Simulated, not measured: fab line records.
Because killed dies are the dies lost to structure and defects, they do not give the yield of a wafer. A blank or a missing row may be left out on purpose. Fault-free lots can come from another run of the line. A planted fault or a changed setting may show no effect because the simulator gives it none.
fab line records	flow n5-finfet
[record] lots = 5	wafers = 15	last-day = 15
route steps=1938 shown BEOL_M9@1449
lots that met no fault: from a run of the same line without faults
start-h: the number of hours between the record's first day and the start of the first shown wafer of the lot	wait-h: time in hours since the lot's previous step	" same as the row above	L1.1+2: several wafers, shown together as one row	- no value present, or no start provided	* or withheld: withheld	< > ~ a bound
route shown NAME@n: NAME is a module with steps in the file, n the number in the route of the first one	usual: mean and standard deviation over wafers with no fault	same: alike in all rows	chamber/n: place in a boat	sites: readings site by site	_std_site: standard deviation across them	_edge_site: mean of outer sites minus mean of inner sites	radius-mm: how far each site lies from the wafer's centre	mask NAME#n: copy n	behind: the tool/chamber that last shaped the wafer	hold: why the lot went on hold/how many hours it stayed there/how the hold came to an end	device: which transistor (n, p or np) failed to switch	end of line: tests run on the same wafers once the route is complete	for a step that has no rows: nothing shown but its recipe	killed: dies that structure and defects cost at the first sort, which is not the same as the wafer's yield	map: dies across one wafer; x = killed, . = not, _ = none there
set.NAME: the setting as run; set.NAME@STEP: as run at that earlier step	model.NAME: the simulator's own value behind a step, which no gauge read
lots seen at some steps along the route; tables by step, rows by wafer
services: a tool's chamber out of use, with start hour (start-h, from the record's first day; less than 0 if before it), hours out, and reason
[[steps]]
[step N5_BEOL_M9_OCD_MEAS_38]
[usual] trench-depth-nm = 150.5/2.7
lot.wafer	tool	chamber	start-h	wait-h	trench-depth-nm
L074.2	ocd-01	-	204.54	-	150.0
L074.3	"	-	"	"	152.7
L074.4	"	-	"	"	149.7
L077.3	ocd-02	-	227.18	-	150.8
L077.4	"	-	"	"	145.7
L077.5	"	-	"	"	147.2
L078.2	ocd-01	-	227.35	-	149.0
L078.3	"	-	"	"	153.5
L078.5	"	-	"	"	149.2
L081.1	ocd-02	-	258.32	-	152.5
L081.3	"	-	"	"	153.5
L081.5	"	-	"	"	155.5
L086.2	ocd-01	-	284.34	-	156.9
L086.5	"	-	"	"	151.8
L086.6	"	-	"	"	150.4
[step N5_BEOL_M9_HM_STRIP_39]
[recipe] chemistry = peroxide-tin-strip	material = TiN	target-depth-a = 250	temp-c = 50	time-s = 158
lot.wafer	tool	chamber	start-h	wait-h
L074.2+3+4	wet-bench-01	4,0,1	204.57	0.0
L077.3+4+5	wet-bench-03	6,1,5	227.21	0.0
L078.2+3+5	wet-bench-04	4,7,1	227.38	0.0
L081.1+3+5	wet-bench-01	4,3,7	258.35	0.0
L086.2+5+6	wet-bench-01	0,7,2	284.37	0.0
[step N5_BEOL_M9_SRD_40]
[recipe] time-s = 30	temp-c = 23	rinse-liquid = diw	dry = ipa-marangoni
lot.wafer	tool	chamber	start-h	wait-h
L074.2+3+4	wet-bench-01	4,0,1	204.61	0.0
L077.3+4+5	wet-bench-03	6,1,5	227.26	0.0
L078.2+3+5	wet-bench-04	4,7,1	227.42	0.0
L081.1+3+5	wet-bench-01	4,3,7	258.40	0.0
L086.2+5+6	wet-bench-01	0,7,2	284.42	0.0
[step N5_BEOL_M9_PRECLEAN_42]
[recipe] chemistry = residue-remover	time-s = 60	temp-c = 40
lot.wafer	tool	chamber	start-h	wait-h
L074.2+3+4	wet-bench-01	4,0,1	204.63	0.0
L077.3+4+5	wet-bench-03	6,1,5	227.28	0.0
L078.2+3+5	wet-bench-04	4,7,1	227.44	0.0
L081.1+3+5	wet-bench-01	4,3,7	258.41	0.0
L086.2+5+6	wet-bench-01	0,7,2	284.44	0.0
[step N5_BEOL_M9_SRD_43]
[recipe] time-s = 30	temp-c = 23	rinse-liquid = diw	dry = ipa-marangoni
lot.wafer	tool	chamber	start-h	wait-h
L074.2+3+4	wet-bench-01	4,0,1	204.65	0.0
L077.3+4+5	wet-bench-03	6,1,5	227.29	0.0
L078.2+3+5	wet-bench-04	4,7,1	227.46	0.0
L081.1+3+5	wet-bench-01	4,3,7	258.43	0.0
L086.2+5+6	wet-bench-01	0,7,2	284.46	0.0
[step N5_BEOL_M9_CD_MEAS_35]
[recipe] target-cd-nm = 70	target-cd-y-nm = 40	polarity = opening
[usual] cd-nm = 70.0/0.56
lot.wafer	tool	chamber	start-h	wait-h	cd-nm
L074.2	cd-sem-01	-	204.69	0.0	70.1
L074.3	"	-	"	"	69.7
L074.4	"	-	"	"	69.9
L077.3	cd-sem-03	-	227.34	0.0	70.9
L077.4	"	-	"	"	70.7
L077.5	"	-	"	"	70.3
L078.2	cd-sem-03	-	227.50	0.0	70.5
L078.3	"	-	"	"	70.4
L078.5	"	-	"	"	70.8
L081.1	cd-sem-01	-	258.47	0.0	69.1
L081.3	"	-	"	"	70.1
L081.5	"	-	"	"	69.7
L086.2	cd-sem-01	-	284.50	0.0	69.4
L086.5	"	-	"	"	70.1
L086.6	"	-	"	"	69.9
[step N5_BEOL_M9_CURE_72]
[recipe] temp-c = 370	time-s = 120	ambient = DMADMS/He	material = SiCOH_lowk
[usual] lamp-power-pct = 52.31/0.058	wafer_temp_C_max = 371.9/0.68
lot.wafer	tool	chamber	start-h	wait-h	lamp-power-pct	wafer_temp_C_max
L074.2	uv-cure-03	0	205.16	0.5	52.20	372.1
L074.3	"	0	"	"	52.27	371.2
L074.4	"	0	"	"	52.32	371.2
L077.3	uv-cure-03	0	227.47	0.1	52.31	372.0
L077.4	"	0	"	"	52.34	372.0
L077.5	"	0	"	"	52.35	371.7
L078.2	uv-cure-02	0	227.59	0.1	52.28	371.5
L078.3	"	0	"	"	52.38	371.6
L078.5	"	0	"	"	52.35	371.5
L081.1	uv-cure-02	1	258.51	0.0	52.32	372.8
L081.3	"	1	"	"	52.28	371.7
L081.5	"	1	"	"	52.34	372.1
L086.2	uv-cure-03	2	284.59	0.1	52.28	371.4
L086.5	"	2	"	"	52.26	371.4
L086.6	"	2	"	"	52.34	371.6
[step N5_BEOL_M9_DEGAS_44]
[recipe] ambient = vacuum	temp-c = 250	time-s = 60
[usual] heater-power-w = 312/17	susceptor-temp-C = 249.96/0.17
lot.wafer	tool	chamber	start-h	wait-h	heater-power-w	susceptor-temp-C
L074.2	pvd-sputter-01	-	207.45	2.2	317	249.74
L074.3	"	-	"	"	325	250.16
L074.4	"	-	"	"	314	249.91
L077.3	pvd-sputter-01	-	227.71	0.2	301	249.82
L077.4	"	-	"	"	320	249.65
L077.5	"	-	"	"	308	249.97
L078.2	pvd-sputter-01	-	228.19	0.6	315	250.01
L078.3	"	-	"	"	323	249.92
L078.5	"	-	"	"	303	249.87
L081.1	pvd-sputter-02	-	258.99	0.4	337	250.01
L081.3	"	-	"	"	276	249.92
L081.5	"	-	"	"	336	250.10
L086.2	pvd-sputter-02	-	285.14	0.5	332	250.31
L086.5	"	-	"	"	284	249.83
L086.6	"	-	"	"	326	250.07
[step N5_BEOL_M9_PRE_CLEAN_45]
[recipe] gas = H2/He	time-s = 30	temp-c = 250
[usual] heater-power-w = 313/17	susceptor-temp-C = 250.01/0.18
lot.wafer	tool	chamber	start-h	wait-h	heater-power-w	susceptor-temp-C
L074.2	pvd-sputter-01	-	207.49	0.0	312	249.75
L074.3	"	-	"	"	317	250.05
L074.4	"	-	"	"	324	250.04
L077.3	pvd-sputter-01	-	227.75	0.0	305	249.96
L077.4	"	-	"	"	314	250.04
L077.5	"	-	"	"	298	249.95
L078.2	pvd-sputter-01	-	228.23	0.0	318	250.08
L078.3	"	-	"	"	335	249.62
L078.5	"	-	"	"	310	249.87
L081.1	pvd-sputter-02	-	259.03	0.0	338	250.06
L081.3	"	-	"	"	276	249.75
L081.5	"	-	"	"	335	249.94
L086.2	pvd-sputter-02	-	285.18	0.0	332	249.91
L086.5	"	-	"	"	273	249.93
L086.6	"	-	"	"	333	250.10
[step N5_BEOL_M9_ALD_74]
[recipe] material = TaN	target-thk-a = 20	temp-c = 275	ald-precursor-family = PDMAT	ald-co-reactant = NH3	pressure-torr = 3	carrier-flow-sccm = 1500	pulse-time-s = 2	purge-time-s = 3	co-reactant-purge-time-s = 2	co-reactant-pulse-time-s = 3	ald-cycles = 40	precursor-vessel-temp-c = 75	precursor-vessel-pressure-torr = 26.25	precursor-vessel-carrier-sccm = 1000
[usual] heater-power-w = 392/43	susceptor-temp-C = 274.99/0.18
lot.wafer	tool	chamber	start-h	wait-h	heater-power-w	susceptor-temp-C
L074.2	ald-metal-04	1	207.55	0.0	495	274.90
L074.3	"	3	"	"	450	275.01
L074.4	"	0	"	"	488	274.76
L077.3	ald-metal-01	0	227.87	0.1	394	275.03
L077.4	"	3	"	"	332	274.76
L077.5	"	3	"	"	334	275.02
L078.2	ald-metal-03	3	228.29	0.0	377	275.06
L078.3	"	1	"	"	370	274.99
L078.5	"	3	"	"	374	275.26
L081.1	ald-metal-01	1	259.09	0.0	364	274.89
L081.3	"	0	"	"	390	274.63
L081.5	"	2	"	"	421	274.53
L086.2	ald-metal-01	0	285.47	0.3	405	274.91
L086.5	"	2	"	"	426	275.03
L086.6	"	3	"	"	329	275.09
[step N5_BEOL_M9_SURFACE_TREAT_79]
[recipe] gas = Ar	time-s = *	ion-energy-ev = *	ion-current-ma-cm2 = 0.5	pressure-mtorr = *	ar-flow-sccm = 30
[usual] throttle-valve-pct = *
lot.wafer	tool	chamber	start-h	wait-h	throttle-valve-pct
L074.2	pvd-sputter-03	-	207.92	0.2	*
L074.3	"	-	"	"	*
L074.4	"	-	"	"	*
L077.3	pvd-sputter-03	-	228.17	0.2	*
L077.4	"	-	"	"	*
L077.5	"	-	"	"	*
L078.2	pvd-sputter-03	-	228.65	0.2	*
L078.3	"	-	"	"	*
L078.5	"	-	"	"	*
L081.1	pvd-sputter-02	-	259.41	0.2	*
L081.3	"	-	"	"	*
L081.5	"	-	"	"	*
L086.2	pvd-sputter-02	-	287.26	1.7	*
L086.5	"	-	"	"	*
L086.6	"	-	"	"	*
[step N5_BEOL_M9_CVD_78]
[recipe] material = Co	target-thk-a = 20	temp-c = withheld	precursor = CCTBA/H2	pressure-torr = 30	time-s = 138.9
lot.wafer	tool	chamber	start-h	wait-h
L074.2+3+4	cvd-co-02	0,2,1	208.10	0.2
L077.3+4+5	cvd-co-01	1,0,1	228.25	0.1
L078.2+3+5	cvd-co-01	1,2,2	228.77	0.1
L081.1+3+5	cvd-co-02	1,2,1	259.47	0.0
L086.2+5+6	cvd-co-01	1,2,1	287.32	0.0
[step N5_BEOL_M9_SPUTTER_48]
[recipe] material = Cu	target-thk-a = 120	temp-c = -20	bias-v = 60	power-w = 26000	chamber-pressure-pa = 0.13	time-s = 2
[usual] susceptor-temp-C = -20.01/0.11	throttle-valve-pct = 29.5/1
lot.wafer	tool	chamber	start-h	wait-h	susceptor-temp-C	throttle-valve-pct
L074.2	pvd-sputter-03	-	208.22	0.1	-19.84	29.4
L074.3	"	-	"	"	-20.01	30.2
L074.4	"	-	"	"	-20.17	29.3
L077.3	pvd-sputter-01	-	228.37	0.1	-19.87	28.2
L077.4	"	-	"	"	-20.05	31.6
L077.5	"	-	"	"	-19.94	31.4
L078.2	pvd-sputter-01	-	229.01	0.2	-19.86	29.7
L078.3	"	-	"	"	-20.00	31.3
L078.5	"	-	"	"	-20.02	31.9
L081.1	pvd-sputter-02	-	259.59	0.1	-19.99	29.2
L081.3	"	-	"	"	-19.93	29.1
L081.5	"	-	"	"	-19.88	29.7
L086.2	pvd-sputter-02	-	287.48	0.1	-20.09	29.7
L086.5	"	-	"	"	-20.10	29.2
L086.6	"	-	"	"	-19.91	29.3
[step N5_BEOL_M9_ECD_50]
[recipe] material = Cu	target-thk-a = 3180
lot.wafer	tool	chamber	start-h	wait-h
L074.2+3+4	ecd-cu-02	1,1,0	208.34	0.1
L077.3+4+5	ecd-cu-02	0,1,1	228.52	0.1
L078.2+3+5	ecd-cu-02	1,0,1	229.13	0.1
L081.1+3+5	ecd-cu-01	0,0,1	259.70	0.1
L086.2+5+6	ecd-cu-02	1,0,1	287.60	0.1
[step N5_BEOL_M9_ANNEAL_51]
[recipe] temp-c = 225	time-s = 90	ambient = N2
[usual] wafer_temp_C_max = 226.5/0.38
lot.wafer	tool	chamber	start-h	wait-h	wafer_temp_C_max
L074.2	rtp-anneal-02	0	208.51	0.1	226.7
L074.3	"	0	"	"	226.7
L074.4	"	0	"	"	226.8
L077.3	rtp-anneal-02	0	228.69	0.1	227.1
L077.4	"	0	"	"	226.8
L077.5	"	0	"	"	226.7
L078.2	rtp-anneal-02	0	229.72	0.6	226.6
L078.3	"	0	"	"	226.6
L078.5	"	0	"	"	226.7
L081.1	rtp-anneal-02	0	259.82	0.1	226.8
L081.3	"	0	"	"	226.2
L081.5	"	0	"	"	226.8
L086.2	rtp-anneal-02	0	288.35	0.7	227.3
L086.5	"	0	"	"	226.6
L086.6	"	0	"	"	226.6
[step N5_BEOL_M9_CMP_52]
[recipe] stop-on = SiCOH_lowk	t-overpolish-s = 7	down-force-psi = 1	platen-rpm = 50	clearing-platen-down-force-psi = 1.5	clearing-platen-rpm = 50	post-cmp-clean = cu-alkaline	target-thk-nm = 140	clearing-platen-pad-velocity-m-s = 0.99484	pad-velocity-m-s = 0.99484
[usual] barrier-field-endpoint-s = 28.8/0.6	edge-zone-pressure-frac = 1.000/0.0051	motor-current-A = 6.2/0.62	overpolish-run-s = 7.001/0.011	time-to-endpoint-s = 65.4/2.5
lot.wafer	tool	chamber	start-h	wait-h	barrier-field-endpoint-s	edge-zone-pressure-frac	motor-current-A	overpolish-run-s	time-to-endpoint-s
L074.3	cmp-03	0	208.76	0.2	28.0	1.006	7.0	6.999	60.8
L074.4	"	2	"	"	28.5	0.997	5.5	7.005	61.0
L074.2	"	3	"	"	28.0	0.996	6.2	6.999	61.2
L077.4	cmp-02	1	228.90	0.1	28.7	1.008	7.2	6.999	64.8
L077.3	"	0	"	"	28.6	0.993	5.6	7.007	62.7
L077.5	"	1	"	"	28.5	1.007	7.0	7.018	64.6
L078.3	cmp-03	3	229.98	0.2	29.3	1.001	6.4	7.013	68.3
L078.2	"	1	"	"	29.6	1.006	6.2	7.015	65.5
L078.5	"	0	"	"	29.9	0.999	7.2	6.992	66.2
L081.3	cmp-02	2	260.11	0.2	28.8	1.007	5.7	6.999	65.9
L081.1	"	0	"	"	29.1	1.000	5.3	6.999	69.3
L081.5	"	3	"	"	28.7	0.993	6.4	7.005	69.2
L086.2	cmp-03	1	288.86	0.4	30.2	1.000	6.6	6.983	67.9
L086.5	"	0	"	"	29.6	0.995	7.0	7.003	64.5
L086.6	"	1	"	"	29.5	0.993	6.6	7.008	66.4
[step N5_BEOL_M9_THK_MEAS_53]
[recipe] thk-meas-gauge = xrf	reads = Cu_of_BEOL_M9_ECD_50
[usual] M9_THK = 136.2/3
lot.wafer	tool	chamber	start-h	wait-h	M9_THK[nm]
L074.2	film-metro-02	-	209.06	-	134.6
L074.3	"	-	"	"	136.9
L074.4	"	-	"	"	133.3
L077.3	film-metro-02	-	229.19	-	135.9
L077.4	"	-	"	"	130.5
L077.5	"	-	"	"	131.9
L078.2	film-metro-02	-	230.27	-	133.5
L078.3	"	-	"	"	138.4
L078.5	"	-	"	"	133.0
L081.1	film-metro-01	-	260.41	-	139.1
L081.3	"	-	"	"	140.3
L081.5	"	-	"	"	141.3
L086.2	film-metro-02	-	289.12	-	142.3
L086.5	"	-	"	"	137.9
L086.6	"	-	"	"	135.4
[step N5_BEOL_M9_PRE_CLEAN_55]
[recipe] gas = NH3	time-s = 15	temp-c = withheld	rf-power-w = 300
lot.wafer	tool	chamber	start-h	wait-h
L074.2+3+4	pecvd-04	1,2,0	209.09	0.0
L077.3+4+5	pecvd-04	1,0,1	229.23	0.0
L078.2+3+5	pecvd-02	1,2,1	230.31	0.0
L081.1+3+5	pecvd-04	1,0,2	260.44	0.0
L086.2+5+6	pecvd-02	1,2,1	289.15	0.0
[step N5_BEOL_M9_DEP_56]
[recipe] material = SiCN	target-thk-a = 150	temp-c = withheld	precursor = 3MS/NH3	pressure-torr = 3	rf-w = 202	time-s = 26.5
[usual] showerhead-plenum-p-Torr = 3.668/0.014	showerhead-vpp-V = 866/28	throttle-valve-pct = 9.1/0.4
lot.wafer	tool	chamber	start-h	wait-h	showerhead-plenum-p-Torr	showerhead-vpp-V	throttle-valve-pct
L074.2	pecvd-04	1	209.12	0.0	3.637	863	9.8
L074.3	"	2	"	"	3.681	866	9.2
L074.4	"	0	"	"	3.679	831	9.4
L077.3	pecvd-04	1	229.25	0.0	3.645	878	9.8
L077.4	"	0	"	"	3.660	840	9.2
L077.5	"	1	"	"	3.639	879	9.7
L078.2	pecvd-02	1	230.33	0.0	3.662	922	8.9
L078.3	"	2	"	"	3.668	890	8.3
L078.5	"	1	"	"	3.657	916	8.7
L081.1	pecvd-04	1	260.47	0.0	3.640	882	9.9
L081.3	"	0	"	"	3.677	820	9.5
L081.5	"	2	"	"	3.689	865	9.3
L086.2	pecvd-02	1	289.18	0.0	3.663	927	8.7
L086.5	"	2	"	"	3.664	883	8.5
L086.6	"	1	"	"	3.665	906	9.0
[step N5_BEOL_M9_RS_MEAS_57]
[recipe] thk-meas-gauge = four-point-probe	reads = Cu_of_BEOL_M9_ECD_50+Co_of_BEOL_M9_CVD_78+TaN_of_BEOL_M9_ALD_74
[usual] M9_RS = 0.153/0.0034
lot.wafer	tool	chamber	start-h	wait-h	M9_RS[ohm/sq]
L074.2	film-metro-02	-	209.19	0.1	0.154
L074.3	"	-	"	"	0.152
L074.4	"	-	"	"	0.156
L077.3	film-metro-01	-	229.33	0.1	0.153
L077.4	"	-	"	"	0.160
L077.5	"	-	"	"	0.157
L078.2	film-metro-01	-	230.41	0.1	0.156
L078.3	"	-	"	"	0.149
L078.5	"	-	"	"	0.156
L081.1	film-metro-02	-	260.54	0.1	0.148
L081.3	"	-	"	"	0.148
L081.5	"	-	"	"	0.146
L086.2	film-metro-02	-	289.25	0.1	0.146
L086.5	"	-	"	"	0.151
L086.6	"	-	"	"	0.154
[[services]]
tool	chamber	start-h	hours	kind
ald-metal-01	2	181.99	29.3	repair
cmp-02	-	184.44	0.7	repair
ald-metal-03	0	184.81	18.2	repair
wet-bench-01	-	188.87	3.9	repair
uv-cure-02	-	199.29	1.0	pm
uv-cure-02	-	204.21	0.3	repair
pecvd-04	2	218.76	5.5	scheduled-down
ald-metal-01	3	228.46	3.6	repair
cvd-co-02	-	240.62	0.5	repair
uv-cure-03	-	242.71	7.5	pm
uv-cure-02	-	247.13	7.5	pm
ecd-cu-02	-	255.17	0.2	repair
cvd-co-01	-	262.89	14.6	pm
cmp-02	-	264.82	10.7	pm
pecvd-02	0	274.56	2.1	scheduled-down
pecvd-04	1	284.82	5.5	scheduled-down
uv-cure-02	-	285.75	0.9	repair
[[key]]
fault none
